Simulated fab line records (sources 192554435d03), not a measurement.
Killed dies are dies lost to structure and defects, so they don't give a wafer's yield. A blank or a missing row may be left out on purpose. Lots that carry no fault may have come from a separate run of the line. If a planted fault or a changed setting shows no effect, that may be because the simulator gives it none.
A struck lot beside a sound one -- flow n5-finfet -- 37 out of 1938 route steps
Sound: these wafers, L769.3, L769.5, L769.6. Struck: wafers L777.1, L777.3 (left out: L777.4, a lot-mate that was not struck); the cause follows at the end.
Each step with rows lists, per side, the tool, then ch with its chambers, then its first start. Under that, the readings that differ: sound wafers -- struck wafers -- difference of the means -- sigmas: that difference in standard deviations of wafers without a fault.
alike: readings with means less than 2 such deviations apart, plus words and numbers identical on both sides. not compared: withheld readings, readings lacking a value on some wafer, bounds such as >300 that could conceal the same value, and numbers that have no deviation in the record and whose values overlap.
The two part at a step that has a row with sigmas, a row that says differs or no value, or rows on one side only. Non-overlapping numbers with no deviation appear without sigmas and do not part them. Lack of a reading on every wafer of one side parts them only where that side has two or more wafers.

first, 9 steps without rows for these wafers: N5_BEOL_M11_PEB_26 (peb time 60 s); N5_BEOL_M11_DEVELOP_27 (develop time 30 s); N5_BEOL_M11_DESCUM_33 (chemistry O2, time 7.9 s); N5_BEOL_M11_ETCH_65 (etches SiARC in CF4, target depth 39 nm, time 65 s); N5_BEOL_M11_ETCH_66 (etches SOC in N2/H2, target depth 120 nm, overetch 24 nm, time 180 s); N5_BEOL_M11_STRIP_69 (strips in N2/H2); N5_BEOL_M11_VIA_ETCH_34 (etches SiCOH lowk in C4F6/O2, target depth 184.5 nm, time 69.2 s); N5_BEOL_M11_STRIP_73 (strips in C4F6/O2); N5_BEOL_M11_STRIP_36 (strips in N2/H2).
N5_BEOL_M11_TRENCH_ETCH_37: etches SiCOH lowk in C4F6/O2, target depth 148.83 nm, time 48 s.
  sound on rie-diel-04 ch 2,3, day 11 01:30; struck on rie-diel-04 ch 1,3, day 13 14:16
reading,sound,struck,difference,sigmas
run-length-s (s),71.4 71.5 71.5,78.0 78.3,+6.7,+15
model.BEOL_M11.feature-depth-nm (nm),145.2 146.8 144.8,173.2 167.6,+24.8,
model.etch.depth-nm (nm),145.1 146.9 144.7,173.2 167.7,+24.9,
  alike: bias-w, drypump-motor-current-A, oes_f_703_au, oes-product-au, rf-vpp-V, showerhead-plenum-p-Torr, throttle-valve-pct
  not compared: rf-hours-counter-h, model.TiN_of_BEOL_M11_HM_DEP_02.thk-nm
then, 2 steps without rows for these wafers: N5_BEOL_M11_ETCH_41 (etches SiCN in CH3F/O2, target depth 42.6 nm, time 86 s); N5_BEOL_M11_STRIP_77 (strips in N2/H2, time 10 s).
N5_BEOL_M11_OCD_MEAS_38:
  sound: ocd-01 at day 11 01:41; struck: ocd-01 at day 13 14:26
reading,sound,struck,difference,sigmas
trench-depth-nm (nm),144.8 146.9 145.0,173.3 167.3,+24.7,+9
then, 13 steps without rows for these wafers: N5_BEOL_M11_HM_STRIP_39 (strips TiN in peroxide tin strip, target depth 25 nm, time 158 s); N5_BEOL_M11_SRD_40 (time 30 s); N5_BEOL_M11_PRECLEAN_42 (cleans in residue remover, time 60 s); N5_BEOL_M11_SRD_43 (time 30 s); N5_BEOL_M11_CURE_72 (cures SiCOH lowk, time 120 s); N5_BEOL_M11_DEGAS_44 (time 60 s); N5_BEOL_M11_PRE_CLEAN_45 (time 30 s); N5_BEOL_M11_ALD_74 (deposits TaN, target thk 2 nm, pulse time 2 s, purge time 3 s); N5_BEOL_M11_SURFACE_TREAT_76; N5_BEOL_M11_CVD_75 (deposits Co from CCTBA/H2, target thk 2 nm, time 138.9 s); N5_BEOL_M11_SPUTTER_48 (material Cu, target thk 12 nm, time 2 s); N5_BEOL_M11_ECD_50 (material Cu, target thk 318 nm); N5_BEOL_M11_ANNEAL_51 (time 90 s).
N5_BEOL_M11_CMP_52: polishes, stops on SiCOH lowk, t overpolish 7 s, target thk 140 nm.
  sound on cmp-02 ch 2,3, day 11 05:52; struck on cmp-01 ch 0,1, day 13 18:41
reading,sound,struck,difference,sigmas
model.Cu_of_BEOL_M11_ECD_50.thk-nm (nm),136.6 139.4 136.6,162.4 156.6,+22.0,
  alike: barrier-field-endpoint-s, motor-current-A, overpolish-run-s, time-to-endpoint-s
N5_BEOL_M11_THK_MEAS_53: measures by xrf.
  sound: film-metro-02 at day 11 06:07; struck: film-metro-02 at day 13 18:59
reading,sound,struck,difference,sigmas
M11_THK (nm),135 139 136,161 155,+21,+7
then, 2 steps without rows for these wafers: N5_BEOL_M11_PRE_CLEAN_55 (time 15 s); N5_BEOL_M11_DEP_56 (deposits SiCN from 3MS/NH3, target thk 30 nm, time 10.5 s).
N5_BEOL_M11_RS_MEAS_57: measurement is done with a four-point probe.
  sound: film-metro-01 at day 11 06:15; struck: film-metro-01 at day 13 19:07
reading,sound,struck,difference,sigmas
M11_RS (ohm/sq),0.155 0.152 0.155,0.128 0.133,-0.023,-7
then, 5 steps without rows for these wafers: N5_BEOL_M12_ILD_DEP_00 (deposits SiOC from DEMS/O2, target thk 658.92 nm, time 130.7 s); N5_BEOL_M12_COAT_58 (time 60 s, resist thk 89 nm); N5_BEOL_M12_COAT_04 (resist thk 400 nm); N5_BEOL_M12_EBR_06; N5_BEOL_M12_SOFTBAKE_05 (time 60 s).
N5_BEOL_M15_RC_MEAS_101:
  sound on prober-02 ch 0, day 12 04:23; struck on prober-02 ch 0, day 14 20:11
reading,sound,struck,difference,sigmas
COMB_M14 (S/m),3.5e-12 1.7e-12 3e-12,5.6e-12 3.5e-12,+1.8e-12,+2
COMB_M6 (S/m),1.8e-11 2.2e-11 1.8e-11,3e-11 2.9e-11,+1e-11,+2
COMB_M9 (S/m),1.9e-11 2.3e-11 1.5e-11,1.1e-11 1e-11,-8.5e-12,-3
SERP_M11 (ohm/um),3.10 3.06 3.13,2.60 2.69,-0.45,-5
SERP_M11_max_site (ohm/um),3.23 3.11 3.21,2.65 2.73,-0.49,-5
SERP_M13 (ohm/um),0.315 0.320 0.313,0.303 0.301,-0.014,-2
  alike: COMB_M10, COMB_M12, COMB_M13, COMB_M13_max_site, COMB_M15, COMB_M15_max_site, COMB_M5, COMB_M7, COMB_M8, SERP_M10, SERP_M12, SERP_M14, SERP_M14_max_site, SERP_M5, SERP_M5_max_site, SERP_M6, SERP_M7, SERP_M8, SERP_M9

WHERE THEY PART
Last at N5_BEOL_M15_RC_MEAS_101 as far as this record goes, first at N5_BEOL_M11_TRENCH_ETCH_37.

WHY: what the simulator had put in
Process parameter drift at N5_BEOL_M11_TRENCH_ETCH_37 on rie-diel-04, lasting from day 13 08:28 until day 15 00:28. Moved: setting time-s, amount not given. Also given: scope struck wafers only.
